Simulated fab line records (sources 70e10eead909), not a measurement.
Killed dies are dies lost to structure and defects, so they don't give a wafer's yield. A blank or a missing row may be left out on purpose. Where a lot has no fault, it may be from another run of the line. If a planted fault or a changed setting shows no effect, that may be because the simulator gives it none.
3 desks looking at one fault || flow nand_harc || what lay behind the numbers comes last; until then each desk has only its own

## DESK OF THE TOOL OWNER: har_etch-02
The tool's own readings at NHARC_A_CHANNEL_HOLE_D1_ETCH_26 (etches the open film in C4F8/O2/Ar, time 224.1 s, target depth 300 nm): means of the sampled wafers that have a number, for each lot that ran on this tool. Marked OUT: a lot whose mean sits more than 4 standard deviations from the usual mean, which makes it out of limits; the brackets give that distance.
Columns: A = bias_v at NHARC_A_CHANNEL_HOLE_D1_ETCH_26, usual 300.3 V; B = c4f8_flow_sccm at NHARC_A_CHANNEL_HOLE_D1_ETCH_26, usual 11.40 sccm; C = drypump_motor_current_A at NHARC_A_CHANNEL_HOLE_D1_ETCH_26, usual 5.50 A; D = showerhead_plenum_p_Torr at NHARC_A_CHANNEL_HOLE_D1_ETCH_26, usual 3.74 Torr; E = throttle_valve_pct at NHARC_A_CHANNEL_HOLE_D1_ETCH_26, usual 24.585 %
{"lot": "L544", "first seen here": "day 14 19:38", "A": 300.9, "B": 11.43, "C": 5.30, "D": 3.73, "E": 24.581}
{"lot": "L546", "first seen here": "day 15 09:29", "A": 300.7, "B": 11.39, "C": 5.53, "D": 3.67, "E": 24.588}
{"lot": "L552", "first seen here": "day 17 20:41", "A": 300.5, "B": 11.46, "C": 5.29, "D": 3.83, "E": 24.577}
This desk's verdict: no lot among the 3 shows anything out of limits.

## THE DEFECT DESK
Inspection counts along the route, by lot: the mean over sampled wafers that carry a number. Marked OUT: a lot whose mean sits more than 4 standard deviations from the usual mean, which makes it out of limits; the brackets give that distance.
Columns: A = raw_defect_count at NHARC_A_CHANNEL_HOLE_D1_INSPECT_40, usual 74
{"lot": "L535", "first seen here": "day 10 20:49", "A": 46}
{"lot": "L544", "first seen here": "day 14 21:34", "A": "285 (+8.8) OUT"}
{"lot": "L545", "first seen here": "day 14 22:41", "A": 64}
{"lot": "L546", "first seen here": "day 15 11:25", "A": "441 (+15) OUT"}
{"lot": "L548", "first seen here": "day 16 05:26", "A": 78}
{"lot": "L552", "first seen here": "day 17 22:34", "A": 53}
This desk's finding: out of limits on L544, L546; first on L544, day 14 21:34 (raw_defect_count at NHARC_A_CHANNEL_HOLE_D1_INSPECT_40). In limits: L535, L545, L548, L552.

## METROLOGY DESK
Lot by lot, what the gauges showed, no matter which tool ran the lot: averages of those sampled wafers that carry a number. Marked OUT: a lot whose mean sits more than 4 standard deviations from the usual mean, which makes it out of limits; the brackets give that distance.
Columns: A = cd_nm at NHARC_A_CHANNEL_HOLE_D1_CD_MEAS_18, usual 97 nm; B = cd_nm at NHARC_A_CHANNEL_HOLE_D1_CD_MEAS_30, usual 89.4 nm
{"lot": "L535", "first seen here": "day 10 14:49", "A": 91, "B": 88.1}
{"lot": "L544", "first seen here": "day 14 15:41", "A": 96, "B": 89.5}
{"lot": "L545", "first seen here": "day 14 16:29", "A": 94, "B": 89.1}
{"lot": "L546", "first seen here": "day 15 05:37", "A": 97, "B": 88.4}
{"lot": "L548", "first seen here": "day 15 23:38", "A": 95, "B": 87.8}
{"lot": "L552", "first seen here": "day 17 14:39", "A": 100, "B": 88.8}
This desk's verdict: no lot among the 6 shows anything out of limits.

## TAKEN TOGETHER
The defect desk could have raised an alarm at day 14 21:34, on L544, L546.
The desk of the tool owner found nothing out of limits.
Metrology desk: nothing out of limits seen.
The tool owner's desk has L544, L546 on record, within its limits.
The metrology desk has L544, L546 on record, within its limits.
All the named lots went through NHARC_A_CHANNEL_HOLE_D1_ETCH_26 on har_etch-02.

## WHAT THE SIMULATOR PUT IN
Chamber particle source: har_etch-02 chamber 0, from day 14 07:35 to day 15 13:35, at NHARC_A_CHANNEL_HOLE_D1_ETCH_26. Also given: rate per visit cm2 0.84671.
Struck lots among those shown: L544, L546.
Hours from the fault's start to each desk's first reading out of limits: the defect desk, 14.
